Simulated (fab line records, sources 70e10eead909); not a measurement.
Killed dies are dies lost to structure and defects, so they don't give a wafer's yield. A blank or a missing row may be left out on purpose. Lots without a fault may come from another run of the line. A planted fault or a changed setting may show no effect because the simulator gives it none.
Chamber matching | flow nand_harc | NHARC_P_M0_ETCH_34 on rie_diel-05: 4 sister chambers
The step etches the open film in N2/H2, target depth 40 nm, overetch 12 nm, time 43.94 s. 8 wafers are shown with their chamber, then 7 later ones without.

WAFERS WITH THEIR CHAMBER
wafer  | chamber | showerhead_plenum_p_Torr (Torr) | rf_vpp_V (V)
L074.1 | 2       | 1.94                            | 427.1
L075.3 | 0       | 2.02                            | 431.7
L080.2 | 0       | 2.02                            | 430.6
L087.4 | 1       | 2.02                            | 431.9
L087.5 | 3       | 2.06                            | 432.2
L087.6 | 2       | 1.93                            | 427.3
L090.1 | 3       | 2.06                            | 432.1
L090.2 | 1       | 2.02                            | 429.6

WAFERS WITHOUT THEIR CHAMBER
wafer  | showerhead_plenum_p_Torr (Torr) | rf_vpp_V (V)
L090.5 | 2.06                            | 431.4
L089.2 | 2.02                            | 429.3
L089.3 | 2.02                            | 430.1
L089.6 | 2.02                            | 430.5
L095.1 | 2.02                            | 430.7
L095.2 | 1.93                            | 428.9
L095.6 | 1.93                            | 428.3

WHICH CHAMBER EACH WENT THROUGH
wafer  | from the rows above     | in truth
L090.5 | 3                       | 3
L089.2 | can't be placed: 1 or 0 | 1
L089.3 | can't be placed: 1 or 0 | 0
L089.6 | can't be placed: 1 or 0 | 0
L095.1 | can't be placed: 1 or 0 | 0
L095.2 | 2                       | 2
L095.6 | 2                       | 2
Placed correctly: 3 of 7. Can't be placed from these rows: 4 (the true chamber is among the candidates in 4). Placed wrongly: 0.
How it was worked out, from the rows above alone: a wafer's distance from a chamber is the root of the sum, over the readings, of the square of ((its reading less the chamber's mean) divided by the reading's scatter). The wafer belongs to the nearest chamber; if the next one is less than 2 further off, it can't be placed. A chamber's mean is the mean of its shown wafers. The scatter: the root of (the sum of the squares of (reading less its chamber's mean) over the shown wafers, divided by (wafers less chambers)).
